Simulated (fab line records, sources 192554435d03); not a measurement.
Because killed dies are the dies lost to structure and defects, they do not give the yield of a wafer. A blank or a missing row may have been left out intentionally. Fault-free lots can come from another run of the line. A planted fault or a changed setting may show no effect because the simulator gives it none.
Matching of chambers | flow n5 finfet | N5_ILD0_LINER_00 on ald sin-02 has 4 sister chambers
The step material SiNx, target thk 4 nm, pulse time 1 s, purge time 2 s. 8 wafers are shown with their chamber, then 9 later ones without.

WAFERS, EACH WITH ITS CHAMBER
wafer  | chamber | heater power w (W) | precursor pulse height rel
L081.5 | 2       | 676                | 1.002
L083.2 | 3       | 713                | 1.001
L084.1 | 3       | 727                | 1.003
L085.2 | 0       | 971                | 1.021
L085.6 | 0       | 985                | 0.993
L091.1 | 2       | 694                | 0.981
L091.2 | 1       | 807                | 0.972
L091.6 | 1       | 838                | 1.061

WAFERS WITH NO CHAMBER GIVEN
wafer  | heater power w (W) | precursor pulse height rel
L093.1 | 719                | 0.994
L093.2 | 744                | 1.044
L093.3 | 965                | 0.994
L095.1 | 718                | 1.004
L095.3 | 843                | 0.992
L095.6 | 688                | 0.935
L097.1 | 710                | 1.041
L097.3 | 730                | 0.984
L097.6 | 723                | 1.018

CHAMBER TAKEN BY EACH
wafer  | from the rows above     | in truth
L093.1 | 3                       | 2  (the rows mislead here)
L093.2 | 3                       | 3
L093.3 | 0                       | 0
L095.1 | 3                       | 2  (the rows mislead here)
L095.3 | 1                       | 1
L095.6 | can't be placed: 2 or 3 | 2
L097.1 | can't be placed: 3 or 2 | 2
L097.3 | 3                       | 3
L097.6 | 3                       | 3
5 of 9 placed correctly. From these rows, 2 cannot be placed; in 2 the true chamber is one of the candidates. Placed wrongly: 2.
How it was worked out, from the rows above alone: a wafer's distance from a chamber is the root of the sum, over the readings, of the square of ((its reading less the chamber's mean) divided by the reading's scatter). If the next closest chamber is less than 2 further off than the closest, the wafer can't be placed; otherwise it belongs to the closest. The mean given for a chamber averages the wafers shown for that chamber. How the scatter is found: for the shown wafers, subtract from each reading the mean of its chamber, square and add these, divide the total by (wafers less chambers), then take the root.
